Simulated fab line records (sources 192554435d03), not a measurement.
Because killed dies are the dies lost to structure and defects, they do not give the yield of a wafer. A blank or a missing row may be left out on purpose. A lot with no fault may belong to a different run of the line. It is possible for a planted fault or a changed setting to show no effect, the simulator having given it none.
What tool caused it? | flow n5Finfet | 72 wafers from 24 lots sampled at 6 of the route's 1938 steps

== WHAT THE GAUGES SHOWED, per wafer ==
N5_BEOL_M1_OVL_MEAS_12.
lot  | measured     | on         | M1_OVL (nm)
L074 | day 6 05:59  | overlay-01 | 0.6 0.4 1.2
L075 | day 6 12:23  | overlay-01 | 0.7 -0.4 -0.5
L076 | day 6 12:58  | overlay-01 | -0.1 0.7 1.6
L077 | day 6 18:27  | overlay-01 | 0.2 0.4 0.2
L078 | day 7 01:16  | overlay-01 | 0.4 0.2 -0.2
L079 | day 7 05:58  | overlay-01 | 0.9 1.5 1.6
L080 | day 7 14:08  | overlay-02 | -0.6 0.1 1.0
L081 | day 7 20:38  | overlay-01 | 0.7 -0.7 -0.3
L082 | day 7 22:25  | overlay-02 | 0.1 0.2 -0.2
L083 | day 8 10:22  | overlay-01 | -0.4 -0.2 0.2
L084 | day 8 15:29  | overlay-01 | -0.2 -0.4 0.9
L085 | day 9 06:15  | overlay-01 | 0.0 0.3 -0.5
L086 | day 9 06:25  | overlay-01 | -0.5 -0.7 0.6
L087 | day 9 13:55  | overlay-02 | 0.2 0.6 -0.1
L088 | day 9 13:58  | overlay-01 | 1.1 0.3 0.2
L089 | day 9 15:41  | overlay-02 | 0.8 0.5 1.3
L090 | day 10 07:31 | overlay-01 | -0.5 0.1 0.6
L092 | day 10 17:07 | overlay-02 | -0.9 -0.8 -0.3
L093 | day 10 20:53 | overlay-02 | 0.7 0.4 -0.1
L094 | day 10 23:31 | overlay-01 | 0.5 0.0 -0.5
L095 | day 11 03:17 | overlay-01 | -0.2 0.1 -0.4
L096 | day 11 15:40 | overlay-02 | -0.4 0.2 0.1
L097 | day 11 20:10 | overlay-02 | 0.2 -0.1 0.1
L091 | day 11 23:34 | overlay-02 | 1.1 -0.2 0.0

== TOOL THAT RAN EACH LOT (tool first, then ch and the chambers of the sampled wafers, then the start) ==
lot  | N5_BEOL_M0_SPUTTER_132      | N5_BEOL_M0_ANNEAL_133       | N5_BEOL_M0_ANNEAL_135       | N5_BEOL_M1_ILD_DEP_00           | N5_BEOL_M1_HM_DEP_02
L074 | pvdSputter-02, day 6 02:16  | pvdSputter-02, day 6 02:21  | pvdSputter-02, day 6 02:28  | pecvd-02 ch 0,2, day 6 04:05    | pvdSputter-03, day 6 05:31
L075 | pvdSputter-01, day 6 07:53  | pvdSputter-01, day 6 07:58  | pvdSputter-01, day 6 08:05  | pecvd-03 ch 0,1, day 6 09:27    | pvdSputter-01, day 6 11:56
L076 | pvdSputter-01, day 6 08:22  | pvdSputter-01, day 6 08:26  | pvdSputter-01, day 6 08:34  | pecvd-03 ch 0,1, day 6 10:25    | pvdSputter-01, day 6 12:33
L077 | pvdSputter-03, day 6 14:42  | pvdSputter-03, day 6 14:47  | pvdSputter-03, day 6 14:54  | pecvd-02 ch 1,2, day 6 17:01    | pvdSputter-03, day 6 18:02
L078 | pvdSputter-03, day 6 21:07  | pvdSputter-03, day 6 21:11  | pvdSputter-03, day 6 21:19  | pecvd-02 ch 0,2, day 6 22:40    | pvdSputter-02, day 7 00:42
L079 | pvdSputter-02, day 7 01:58  | pvdSputter-02, day 7 02:02  | pvdSputter-02, day 7 02:10  | pecvd-04 ch 0,1, day 7 03:21    | pvdSputter-02, day 7 05:31
L080 | pvdSputter-02, day 7 11:10  | pvdSputter-02, day 7 11:15  | pvdSputter-02, day 7 11:22  | pecvd-03 ch 0,1,2, day 7 12:55  | pvdSputter-02, day 7 13:43
L081 | pvdSputter-03, day 7 17:18  | pvdSputter-03, day 7 17:23  | pvdSputter-03, day 7 17:30  | pecvd-04 ch 1,2, day 7 18:49    | pvdSputter-03, day 7 20:13
L082 | pvdSputter-02, day 7 19:43  | pvdSputter-02, day 7 19:47  | pvdSputter-02, day 7 19:55  | pecvd-03 ch 1,2, day 7 21:04    | pvdSputter-02, day 7 21:59
L083 | pvdSputter-01, day 8 06:28  | pvdSputter-01, day 8 06:32  | pvdSputter-01, day 8 06:40  | pecvd-03 ch 0,2, day 8 07:49    | pvdSputter-01, day 8 09:56
L084 | pvdSputter-02, day 8 12:55  | pvdSputter-02, day 8 13:00  | pvdSputter-02, day 8 13:07  | pecvd-03 ch 0,1,2, day 8 14:16  | pvdSputter-01, day 8 14:56
L085 | pvdSputter-03, day 9 01:47  | pvdSputter-03, day 9 01:52  | pvdSputter-03, day 9 01:59  | pecvd-02 ch 0,1, day 9 03:08    | pvdSputter-03, day 9 05:42
L086 | pvdSputter-03, day 9 02:13  | pvdSputter-03, day 9 02:18  | pvdSputter-03, day 9 02:25  | pecvd-03 ch 0,1, day 9 03:34    | pvdSputter-03, day 9 06:00
L087 | pvdSputter-01, day 9 10:17  | pvdSputter-01, day 9 10:22  | pvdSputter-01, day 9 10:29  | pecvd-02 ch 0,1,2, day 9 12:04  | pvdSputter-03, day 9 13:23
L088 | pvdSputter-02, day 9 10:20  | pvdSputter-02, day 9 10:25  | pvdSputter-02, day 9 10:32  | pecvd-04 ch 0,2, day 9 12:05    | pvdSputter-01, day 9 13:23
L089 | pvdSputter-03, day 9 12:47  | pvdSputter-03, day 9 12:52  | pvdSputter-03, day 9 12:59  | pecvd-04 ch 0,1,2, day 9 14:10  | pvdSputter-01, day 9 15:09
L090 | pvdSputter-01, day 10 04:39 | pvdSputter-01, day 10 04:44 | pvdSputter-01, day 10 04:51 | pecvd-02 ch 0,2, day 10 06:00   | pvdSputter-02, day 10 06:58
L092 | pvdSputter-02, day 10 11:53 | pvdSputter-02, day 10 11:58 | pvdSputter-02, day 10 12:05 | pecvd-04 ch 0,1,2, day 10 15:30 | pvdSputter-02, day 10 16:34
L093 | pvdSputter-03, day 10 18:26 | pvdSputter-03, day 10 18:31 | pvdSputter-03, day 10 18:38 | pecvd-04 ch 0,2, day 10 19:59   | pvdSputter-01, day 10 20:20
L094 | pvdSputter-03, day 10 19:40 | pvdSputter-03, day 10 19:44 | pvdSputter-03, day 10 19:52 | pecvd-03 ch 0,2, day 10 21:10   | pvdSputter-02, day 10 22:58
L095 | pvdSputter-03, day 11 00:44 | pvdSputter-03, day 11 00:49 | pvdSputter-03, day 11 00:56 | pecvd-02 ch 0,1, day 11 02:05   | pvdSputter-02, day 11 02:44
L096 | pvdSputter-03, day 11 13:20 | pvdSputter-03, day 11 13:25 | pvdSputter-03, day 11 13:32 | pecvd-03 ch 1,2, day 11 14:41   | pvdSputter-01, day 11 15:15
L097 | pvdSputter-03, day 11 17:39 | pvdSputter-03, day 11 17:44 | pvdSputter-03, day 11 17:51 | pecvd-03 ch 0,2, day 11 19:21   | pvdSputter-03, day 11 19:44
L091 | pvdSputter-01, day 11 20:09 | pvdSputter-01, day 11 20:14 | pvdSputter-01, day 11 20:21 | pecvd-04 ch 0,1,2, day 11 21:44 | pvdSputter-01, day 11 23:08
- N5_BEOL_M0_SPUTTER_132: material Cu, target thk 4 nm, time 7.37 s.
- N5_BEOL_M0_ANNEAL_133: time 60 s.
- N5_BEOL_M0_ANNEAL_135: time 60 s.
- N5_BEOL_M1_ILD_DEP_00: deposits SiOC from DEMS/O2, target thk 79 nm, time 15.3 s.
- N5_BEOL_M1_HM_DEP_02: deposits TiN, target thk 20 nm.

== AS READ BY THE TOOLS THEMSELVES (means over the sampled wafers that have a number; for cases with no such wafer, the mark the record gives instead) ==
N5_BEOL_M0_SPUTTER_132.
lot  | tool          | throttleValvePct (%)
L074 | pvdSputter-02 | 29.3
L075 | pvdSputter-01 | 31.3
L076 | pvdSputter-01 | 30.1
L077 | pvdSputter-03 | 30.9
L078 | pvdSputter-03 | 29.6
L079 | pvdSputter-02 | 29.5
L080 | pvdSputter-02 | 29.5
L081 | pvdSputter-03 | 29.7
L082 | pvdSputter-02 | 29.7
L083 | pvdSputter-01 | 30.4
L084 | pvdSputter-02 | 29.1
L085 | pvdSputter-03 | 30.5
L086 | pvdSputter-03 | 30.0
L087 | pvdSputter-01 | 31.0
L088 | pvdSputter-02 | 29.6
L089 | pvdSputter-03 | 29.3
L090 | pvdSputter-01 | 31.3
L092 | pvdSputter-02 | 29.7
L093 | pvdSputter-03 | 29.6
L094 | pvdSputter-03 | 30.0
L095 | pvdSputter-03 | 30.6
L096 | pvdSputter-03 | 30.0
L097 | pvdSputter-03 | 29.7
L091 | pvdSputter-01 | 30.8

N5_BEOL_M0_ANNEAL_133.
lot  | tool          | heaterPowerW (W)
L074 | pvdSputter-02 | 849
L075 | pvdSputter-01 | 828
L076 | pvdSputter-01 | 819
L077 | pvdSputter-03 | 781
L078 | pvdSputter-03 | 780
L079 | pvdSputter-02 | 752
L080 | pvdSputter-02 | 762
L081 | pvdSputter-03 | 792
L082 | pvdSputter-02 | 839
L083 | pvdSputter-01 | 772
L084 | pvdSputter-02 | 847
L085 | pvdSputter-03 | 806
L086 | pvdSputter-03 | 761
L087 | pvdSputter-01 | 826
L088 | pvdSputter-02 | 842
L089 | pvdSputter-03 | 719
L090 | pvdSputter-01 | 838
L092 | pvdSputter-02 | 949
L093 | pvdSputter-03 | 780
L094 | pvdSputter-03 | 760
L095 | pvdSputter-03 | 833
L096 | pvdSputter-03 | 757
L097 | pvdSputter-03 | 784
L091 | pvdSputter-01 | 839

N5_BEOL_M0_ANNEAL_135.
lot  | tool          | heaterPowerW (W)
L074 | pvdSputter-02 | 865
L075 | pvdSputter-01 | 834
L076 | pvdSputter-01 | 820
L077 | pvdSputter-03 | 784
L078 | pvdSputter-03 | 778
L079 | pvdSputter-02 | 763
L080 | pvdSputter-02 | 773
L081 | pvdSputter-03 | 772
L082 | pvdSputter-02 | 871
L083 | pvdSputter-01 | 777
L084 | pvdSputter-02 | 843
L085 | pvdSputter-03 | 807
L086 | pvdSputter-03 | 757
L087 | pvdSputter-01 | 845
L088 | pvdSputter-02 | 857
L089 | pvdSputter-03 | 715
L090 | pvdSputter-01 | 842
L092 | pvdSputter-02 | 929
L093 | pvdSputter-03 | 779
L094 | pvdSputter-03 | 760
L095 | pvdSputter-03 | 836
L096 | pvdSputter-03 | 760
L097 | pvdSputter-03 | 777
L091 | pvdSputter-01 | 823

N5_BEOL_M1_ILD_DEP_00.
lot  | tool     | heaterPowerW (W) | rfFwdPowerW (W) | showerheadPlenumPTorr (Torr) | throttleValvePct (%)
L074 | pecvd-02 | 531              | 496.2           | 5.699                        | 11.6
L075 | pecvd-03 | 524              | 494.7           | 5.693                        | 12.2
L076 | pecvd-03 | 481              | 492.2           | 5.694                        | 12.3
L077 | pecvd-02 | 459              | 493.7           | 5.704                        | 12.7
L078 | pecvd-02 | 527              | 493.4           | 5.695                        | 11.7
L079 | pecvd-04 | 536              | 493.9           | 5.691                        | 11.9
L080 | pecvd-03 | 554              | 494.1           | 5.695                        | 11.7
L081 | pecvd-04 | 527              | 494.8           | 5.691                        | 11.4
L082 | pecvd-03 | 530              | 496.3           | 5.699                        | 11.1
L083 | pecvd-03 | 587              | 493.5           | 5.680                        | 11.4
L084 | pecvd-03 | 559              | 494.8           | 5.687                        | 11.8
L085 | pecvd-02 | 523              | 496.3           | 5.703                        | 11.9
L086 | pecvd-03 | 560              | 493.5           | 5.689                        | 12.0
L087 | pecvd-02 | 515              | 496.0           | 5.701                        | 12.2
L088 | pecvd-04 | 507              | 492.9           | 5.688                        | 12.0
L089 | pecvd-04 | 497              | 492.9           | 5.688                        | 11.6
L090 | pecvd-02 | 531              | 496.6           | 5.700                        | 11.8
L092 | pecvd-04 | 511              | 494.6           | 5.694                        | 11.5
L093 | pecvd-04 | 507              | 492.6           | 5.681                        | 12.0
L094 | pecvd-03 | 573              | 494.3           | 5.697                        | 11.1
L095 | pecvd-02 | 457              | 499.5           | 5.707                        | 11.9
L096 | pecvd-03 | 554              | 493.9           | 5.697                        | 11.4
L097 | pecvd-03 | 594              | 495.5           | 5.691                        | 11.1
L091 | pecvd-04 | 497              | 493.3           | 5.684                        | 11.7

N5_BEOL_M1_HM_DEP_02.
lot  | tool          | throttleValvePct (%)
L074 | pvdSputter-03 | 29.6
L075 | pvdSputter-01 | 30.7
L076 | pvdSputter-01 | 30.6
L077 | pvdSputter-03 | 29.4
L078 | pvdSputter-02 | 29.5
L079 | pvdSputter-02 | 29.6
L080 | pvdSputter-02 | 29.3
L081 | pvdSputter-03 | 29.6
L082 | pvdSputter-02 | 29.9
L083 | pvdSputter-01 | 30.0
L084 | pvdSputter-01 | 30.3
L085 | pvdSputter-03 | 29.7
L086 | pvdSputter-03 | 29.3
L087 | pvdSputter-03 | 29.6
L088 | pvdSputter-01 | 30.3
L089 | pvdSputter-01 | 30.8
L090 | pvdSputter-02 | 30.0
L092 | pvdSputter-02 | 29.5
L093 | pvdSputter-01 | 31.0
L094 | pvdSputter-02 | 29.6
L095 | pvdSputter-02 | 29.7
L096 | pvdSputter-01 | 30.6
L097 | pvdSputter-03 | 29.7
L091 | pvdSputter-01 | 31.1

== THE ANSWER, worked out from the rows above alone ==
Rule: what is usual is taken from the lots themselves. Put in order of their means at a reading, lots are off if they are a third of the lots or fewer, leave a main group of 4 or more, and stand apart from it by a gap of 3 or more times the standard deviation of the main group's means; of several such gaps the widest counts. The tables above print the reading to a certain number of digits; a main group whose means all agree to those digits is not used. Also off: a lot with no number at a reading for which 4 or more lots have one. All remaining lots with rows at the step are treated as sound. First the gauges in route order, then the tools' own readings, where a lot's mean is used as printed above. At the first step where some lot is off, the reading lying furthest off is the one used; lots without a number count as furthest.
Nothing can be told from this: no lot is off at any reading shown.

== WHAT WAS PUT IN BY THE SIMULATOR ==
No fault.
